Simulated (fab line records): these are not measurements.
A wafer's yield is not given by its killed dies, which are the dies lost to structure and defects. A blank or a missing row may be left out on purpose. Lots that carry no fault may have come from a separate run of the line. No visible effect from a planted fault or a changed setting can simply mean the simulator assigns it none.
Split-lot trial || flow n5-finfet || route with 1938 steps; 7 lots, 21 wafers read

ON THE SPLIT
At N5_BEOL_M15_SPUTTER_44 (material Ta, target thk 15 nm, time 24.19 s), the setting power-w was moved away from the recipe's 15000 W on 5 of the 21 wafers read, by -15.1% to +15.7%. The other wafers ran this setting at the recipe's value.

The reading is taken at the split's own step.

THE READING
Ta_of_BEOL_M15_SPUTTER_44.thk-nm (the simulator's own value, which no gauge read), in nm, at N5_BEOL_M15_SPUTTER_44 (material Ta, target thk 15 nm, time 24.19 s). No usual value for it is given in the file. The 16 wafers here that ran the recipe average 15.1 nm, standard deviation 0.22 nm.

{"wafer": "L078.2", "tool, chamber at the split": "pvd-sputter-02, -", "power-w as run, W": 14070, "against the recipe": "-6.2%", "Ta_of_BEOL_M15_SPUTTER_44.thk-nm, nm": 14.4, "against lot-mates on the recipe": -0.9}
{"wafer": "L078.3", "tool, chamber at the split": "pvd-sputter-02, -", "power-w as run, W": 15000, "against the recipe": "recipe", "Ta_of_BEOL_M15_SPUTTER_44.thk-nm, nm": 15.2, "against lot-mates on the recipe": "-"}
{"wafer": "L078.5", "tool, chamber at the split": "pvd-sputter-02, -", "power-w as run, W": 15000, "against the recipe": "recipe", "Ta_of_BEOL_M15_SPUTTER_44.thk-nm, nm": 15.4, "against lot-mates on the recipe": "-"}
{"wafer": "L077.1", "tool, chamber at the split": "pvd-sputter-01, -", "power-w as run, W": 16250, "against the recipe": "+8.3%", "Ta_of_BEOL_M15_SPUTTER_44.thk-nm, nm": 16.4, "against lot-mates on the recipe": "+1.0"}
{"wafer": "L077.3", "tool, chamber at the split": "pvd-sputter-01, -", "power-w as run, W": 15000, "against the recipe": "recipe", "Ta_of_BEOL_M15_SPUTTER_44.thk-nm, nm": 15.4, "against lot-mates on the recipe": "-"}
{"wafer": "L077.5", "tool, chamber at the split": "pvd-sputter-01, -", "power-w as run, W": 16250, "against the recipe": "+8.3%", "Ta_of_BEOL_M15_SPUTTER_44.thk-nm, nm": 16.2, "against lot-mates on the recipe": "+0.8"}
{"wafer": "L085.2", "tool, chamber at the split": "pvd-sputter-01, -", "power-w as run, W": 17350, "against the recipe": "+15.7%", "Ta_of_BEOL_M15_SPUTTER_44.thk-nm, nm": 17.2, "against lot-mates on the recipe": "+2.2"}
{"wafer": "L085.4", "tool, chamber at the split": "pvd-sputter-01, -", "power-w as run, W": 15000, "against the recipe": "recipe", "Ta_of_BEOL_M15_SPUTTER_44.thk-nm, nm": 15.2, "against lot-mates on the recipe": "-"}
{"wafer": "L085.5", "tool, chamber at the split": "pvd-sputter-01, -", "power-w as run, W": 15000, "against the recipe": "recipe", "Ta_of_BEOL_M15_SPUTTER_44.thk-nm, nm": 14.8, "against lot-mates on the recipe": "-"}
{"wafer": "L086.1", "tool, chamber at the split": "pvd-sputter-03, -", "power-w as run, W": 15000, "against the recipe": "recipe", "Ta_of_BEOL_M15_SPUTTER_44.thk-nm, nm": 14.8, "against lot-mates on the recipe": "-"}
{"wafer": "L086.3", "tool, chamber at the split": "pvd-sputter-03, -", "power-w as run, W": 15000, "against the recipe": "recipe", "Ta_of_BEOL_M15_SPUTTER_44.thk-nm, nm": 15.2, "against lot-mates on the recipe": "-"}
{"wafer": "L086.4", "tool, chamber at the split": "pvd-sputter-03, -", "power-w as run, W": 15000, "against the recipe": "recipe", "Ta_of_BEOL_M15_SPUTTER_44.thk-nm, nm": 15.2, "against lot-mates on the recipe": "-"}
{"wafer": "L089.2", "tool, chamber at the split": "pvd-sputter-02, -", "power-w as run, W": 15000, "against the recipe": "recipe", "Ta_of_BEOL_M15_SPUTTER_44.thk-nm, nm": 15.6, "against lot-mates on the recipe": "-"}
{"wafer": "L089.3", "tool, chamber at the split": "pvd-sputter-02, -", "power-w as run, W": 15000, "against the recipe": "recipe", "Ta_of_BEOL_M15_SPUTTER_44.thk-nm, nm": 15.2, "against lot-mates on the recipe": "-"}
{"wafer": "L089.5", "tool, chamber at the split": "pvd-sputter-02, -", "power-w as run, W": 15000, "against the recipe": "recipe", "Ta_of_BEOL_M15_SPUTTER_44.thk-nm, nm": 15.2, "against lot-mates on the recipe": "-"}
{"wafer": "L091.2", "tool, chamber at the split": "pvd-sputter-03, -", "power-w as run, W": 12730, "against the recipe": "-15.1%", "Ta_of_BEOL_M15_SPUTTER_44.thk-nm, nm": 12.8, "against lot-mates on the recipe": -2.2}
{"wafer": "L091.4", "tool, chamber at the split": "pvd-sputter-03, -", "power-w as run, W": 15000, "against the recipe": "recipe", "Ta_of_BEOL_M15_SPUTTER_44.thk-nm, nm": 15, "against lot-mates on the recipe": "-"}
{"wafer": "L091.5", "tool, chamber at the split": "pvd-sputter-03, -", "power-w as run, W": 15000, "against the recipe": "recipe", "Ta_of_BEOL_M15_SPUTTER_44.thk-nm, nm": 15, "against lot-mates on the recipe": "-"}
{"wafer": "L095.1", "tool, chamber at the split": "pvd-sputter-01, -", "power-w as run, W": 15000, "against the recipe": "recipe", "Ta_of_BEOL_M15_SPUTTER_44.thk-nm, nm": 15.2, "against lot-mates on the recipe": "-"}
{"wafer": "L095.3", "tool, chamber at the split": "pvd-sputter-01, -", "power-w as run, W": 15000, "against the recipe": "recipe", "Ta_of_BEOL_M15_SPUTTER_44.thk-nm, nm": 14.8, "against lot-mates on the recipe": "-"}
{"wafer": "L095.6", "tool, chamber at the split": "pvd-sputter-01, -", "power-w as run, W": 15000, "against the recipe": "recipe", "Ta_of_BEOL_M15_SPUTTER_44.thk-nm, nm": 15, "against lot-mates on the recipe": "-"}

FIT RESULTS
A straight line over all 21 wafers: Ta_of_BEOL_M15_SPUTTER_44.thk-nm changes by +0.141 nm for each +1% of power-w; r = +0.97; the points scatter about the line by 0.21 nm.
The same after taking each lot's own level away (the mean of its wafers on the recipe; 21 wafers): +0.136 nm for each +1%; r = +0.98; scatter 0.17 nm.
The reading moves by 2.1 nm for the largest change in power-w, on that fit.
Measured against the standard deviation above, the lots' own levels, which go from 15.00 to 15.40 nm, span 1.8 times it.
Hence the lot-to-lot level has little effect on the slope; both slopes agree.
Check: for one of the wafers moved furthest among these (+15.7%), held out of the fit, the line's prediction against its lot-mates is +2.04 nm. It came out at +2.2 nm against them.

ADDITIONAL SPLITS CARRIED BY THESE WAFERS
Other splits were also applied to these wafers ahead of the reading. Each is held against what the fit with the lots' levels taken away leaves over:
{"other split on the same wafers": "N5_BEOL_M13_COAT_58 spin-rpm", "wafers away from the commonest value": 5, "r with Ta_of_BEOL_M15_SPUTTER_44.thk-nm (lot level and that fit taken away)": "+0.14"}
{"other split on the same wafers": "N5_BEOL_M14_ILD_DEP_00 time-s", "wafers away from the commonest value": 9, "r with Ta_of_BEOL_M15_SPUTTER_44.thk-nm (lot level and that fit taken away)": "+0.06"}
{"other split on the same wafers": "N5_BEOL_M14_COAT_58 spin-rpm", "wafers away from the commonest value": 8, "r with Ta_of_BEOL_M15_SPUTTER_44.thk-nm (lot level and that fit taken away)": -0.01}
{"other split on the same wafers": "N5_BEOL_M14_PEB_26 peb-temp-c", "wafers away from the commonest value": 6, "r with Ta_of_BEOL_M15_SPUTTER_44.thk-nm (lot level and that fit taken away)": -0.19}

FILE'S OWN FIT
Ta_of_BEOL_M15_SPUTTER_44.thk-nm changes by +0.139 nm for each +1% of power-w, r = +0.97.
